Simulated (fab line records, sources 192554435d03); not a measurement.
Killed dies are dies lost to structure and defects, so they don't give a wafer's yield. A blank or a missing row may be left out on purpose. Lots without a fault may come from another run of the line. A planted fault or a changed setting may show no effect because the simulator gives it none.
Chamber matching | flow n5_finfet | N5_BEOL_M12_CMP_49 on cmp-02: 4 sister chambers
The step polishes, stops on SiOC, t overpolish 20.6 s, target thk 320 nm. 7 wafers are shown with their chamber, then 6 later ones without.

WAFERS WITH THEIR CHAMBER
wafer  | chamber | motor_current_A (A) | overpolish_run_s (s)
L301.1 | 1       | 5.7                 | 20.599
L305.4 | 3       | 5.6                 | 20.591
L312.1 | 0       | 6.3                 | 20.608
L312.6 | 2       | 6.8                 | 20.601
L313.1 | 1       | 5.4                 | 20.589
L313.2 | 0       | 6.3                 | 20.590
L313.4 | 2       | 6.9                 | 20.590

WAFERS WITHOUT THEIR CHAMBER
wafer  | motor_current_A (A) | overpolish_run_s (s)
L315.2 | 5.6                 | 20.607
L315.3 | 5.6                 | 20.604
L315.5 | 6.6                 | 20.593
L319.1 | 6.8                 | 20.599
L319.2 | 5.6                 | 20.588
L319.6 | 6.7                 | 20.591

WHICH CHAMBER EACH WENT THROUGH
wafer  | from the rows above     | in truth
L315.2 | can't be placed: 1 or 3 | 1
L315.3 | can't be placed: 1 or 3 | 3
L315.5 | can't be placed: 2 or 0 | 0
L319.1 | 2                       | 2
L319.2 | can't be placed: 3 or 1 | 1
L319.6 | can't be placed: 2 or 0 | 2
Placed correctly: 1 of 6. Can't be placed from these rows: 5 (the true chamber is among the candidates in 5). Placed wrongly: 0.
How it was worked out, from the rows above alone: a wafer's distance from a chamber is the root of the sum, over the readings, of the square of ((its reading less the chamber's mean) divided by the reading's scatter). The wafer belongs to the nearest chamber; if the next one is less than 2 further off, it can't be placed. A chamber's mean is the mean of its shown wafers. The scatter: the root of (the sum of the squares of (reading less its chamber's mean) over the shown wafers, divided by (wafers less chambers)).
